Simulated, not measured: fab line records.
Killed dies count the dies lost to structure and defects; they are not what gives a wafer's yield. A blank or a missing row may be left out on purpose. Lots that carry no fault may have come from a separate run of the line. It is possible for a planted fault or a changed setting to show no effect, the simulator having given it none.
Comparing a struck lot with a sound one -- flow n5_finfet -- 15 steps out of a route of 1938
Sound: the wafers L688.2, L688.5, L688.6. Struck: wafers L683.4, L683.5, L683.6. Last of all comes the cause.
Per side, at each step with rows, come the tool, then ch with its chambers, and then its first start. Under that, the readings that differ: sound wafers -- struck wafers -- difference of the means -- sigmas: that difference in standard deviations of wafers without a fault.
alike: readings whose means differ by less than 2 such deviations, and words and numbers that are the same on both sides. not compared: withheld readings, readings that some wafer has no value for, bounds like >300 that may hide the same value, and numbers for which the record gives no deviation and whose values overlap.
Wherever a step has rows on one side only, a row that says differs or no value, or a row with sigmas, the two part there. When numbers do not overlap yet have no deviation, they are printed without sigmas and do not part them. A reading missing from all wafers of one side parts the sides only when that side holds two or more wafers.

first, 2 steps without rows for these wafers: N5_BEOL_M0_CUTY_PEB_55 (peb time 60 s); N5_BEOL_M0_CUTY_DEVELOP_56 (develop time 30 s).
N5_BEOL_M0_CUTY_CD_MEAS_57: target cd 200 nm.
  sound on cd_sem-02 ch 0, day 9 17:42; struck on cd_sem-01 ch 0, day 8 15:24
  alike: cd_nm
N5_BEOL_M0_CUTY_OVL_MEAS_58:
  sound on overlay-02 ch 0, day 9 17:44; struck on overlay-02 ch 0, day 8 15:26
  alike: M0_ABLK_OVL
N5_BEOL_M0_CUTY_INSPECT_59: inspects for defects (macro).
  sound on defect_inspect-01, day 9 17:46; struck on defect_inspect-02, day 8 15:28
  alike: raw_defect_count
N5_BEOL_M0_CUTY_DESCUM_61: chemistry O2, time 7.9 s.
  sound on rie_diel-05 ch 1,2, day 9 17:49; struck on rie_diel-06 ch 0,1, day 8 16:02
  alike: drypump_motor_current_A, oes_product_au, rf_vpp_V, showerhead_plenum_p_Torr, throttle_valve_pct
  not compared: rf_hours_counter_h
N5_BEOL_M0_CUTY_ETCH_62: etches SiARC in CF4, time 58.5 s.
  sound on rie_diel-05 ch 1,2, day 9 17:51; struck on rie_diel-06 ch 0,1, day 8 16:04
  alike: drypump_motor_current_A, etch_rf_on_time_s, oes_product_au, rf_vpp_V, showerhead_plenum_p_Torr, throttle_valve_pct
  not compared: rf_hours_counter_h
N5_BEOL_M0_CUTY_ETCH_63: etches SOC in N2/H2, target depth 82.7 nm, overetch 16.5 nm, time 124 s.
  sound on rie_diel-05 ch 1,2, day 9 17:54; struck on rie_diel-06 ch 0,1, day 8 16:07
  alike: drypump_motor_current_A, oes_product_au, rf_vpp_V, showerhead_plenum_p_Torr, throttle_valve_pct
  not compared: rf_hours_counter_h
then, 2 steps without rows for these wafers: N5_BEOL_M0_CUTY_STRIP_64 (strips in N2/H2); N5_BEOL_M0_ETCH_138 (etches SiCN in CH3F/O2, target depth 12 nm, time 31.6 s).
N5_BEOL_M0_HM_OPEN_105: chemistry Cl2/BCl3, target TiN, target depth 12 nm.
  sound on rie_metal-02 ch 0, day 9 18:16; struck on rie_metal-02 ch 0,1, day 8 17:04
  alike: drypump_motor_current_A, oes_ar_750_au, oes_product_au, throttle_valve_pct
  not compared: rf_hours_counter_h
N5_BEOL_M0_STRIP_140: strips in CF4.
  sound on rie_diel-05 ch 1,2, day 9 18:32; struck on rie_diel-06 ch 0,1,3, day 8 17:11
  alike: bias_power_w, cf4_flow_sccm, drypump_motor_current_A, oes_product_au, power_w, rf_vpp_V, showerhead_plenum_p_Torr, throttle_valve_pct
  not compared: rf_hours_counter_h
N5_BEOL_M0_STRIP_104: strips in N2/H2.
  sound on rie_diel-05 ch 1,2, day 9 18:34; struck on rie_diel-06 ch 0,1,3, day 8 17:12
  no value came back on the struck wafers for any of 8 readings (bias_power_w (W), chamber_pressure_mTorr (mTorr) and others); on the sound wafers bias_power_w (W) reads 7.031 6.991 7.000
reading,sound,struck,difference,sigmas
model.SOC_of_BEOL_M0_SAQP_COAT_69.thk_nm (nm),0 0 0,70.4 70.4 71.2,+70.7,
  not compared: rf_hours_counter_h
then, 2 steps without rows for these wafers: N5_BEOL_M0_WET_ETCH_106 (etches SiO2 in DHF, target depth 130 nm, rinse time 30 s); N5_PASSIVATION_PROBE_49.

== WHERE THEY PART ==
At N5_BEOL_M0_STRIP_104 and nowhere else, as far as this record goes.

WHY: what had been put in by the simulator
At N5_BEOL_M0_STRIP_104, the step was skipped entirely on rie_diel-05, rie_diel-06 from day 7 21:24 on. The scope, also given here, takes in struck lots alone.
